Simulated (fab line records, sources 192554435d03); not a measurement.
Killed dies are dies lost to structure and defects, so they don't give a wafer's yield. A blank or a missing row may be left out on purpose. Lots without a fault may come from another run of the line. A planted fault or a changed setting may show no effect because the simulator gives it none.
Chamber matching | flow n5_finfet | N5_BEOL_M1_ALD_84 on ald_metal-01: 4 sister chambers
The step deposits TaN, pulse time 2 s, purge time 3 s, co reactant purge time 2 s. 4 wafers are shown with their chamber, then 9 later ones without.

WAFERS WITH THEIR CHAMBER
wafer  | chamber | heater_power_w (W)
L084.4 | 0       | 409
L084.5 | 1       | 404
L086.5 | 2       | 441
L086.6 | 3       | 496

WAFERS WITHOUT THEIR CHAMBER
wafer  | heater_power_w (W)
L092.3 | 384
L092.4 | 453
L092.5 | 407
L093.2 | 438
L093.4 | 483
L093.5 | 392
L095.1 | 456
L095.4 | 407
L095.5 | 389

WHICH CHAMBER EACH WENT THROUGH
wafer  | from the rows above     | in truth
L092.3 | can't be placed: 1 or 0 | 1
L092.4 | 2                       | 2
L092.5 | can't be placed: 0 or 1 | 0
L093.2 | 2                       | 2
L093.4 | 3                       | 3
L093.5 | can't be placed: 1 or 0 | 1
L095.1 | 2                       | 2
L095.4 | can't be placed: 0 or 1 | 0
L095.5 | can't be placed: 1 or 0 | 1
Placed correctly: 4 of 9. Can't be placed from these rows: 5 (the true chamber is among the candidates in 5). Placed wrongly: 0.
How it was worked out, from the rows above alone: a wafer's distance from a chamber is the root of the sum, over the readings, of the square of ((its reading less the chamber's mean) divided by the reading's scatter). The wafer belongs to the nearest chamber; if the next one is less than 2 further off, it can't be placed. A chamber's mean is the mean of its shown wafers. The scatter: with one shown wafer a chamber, the root of the mean of the squares of how far each hidden wafer lies from its nearest shown one.
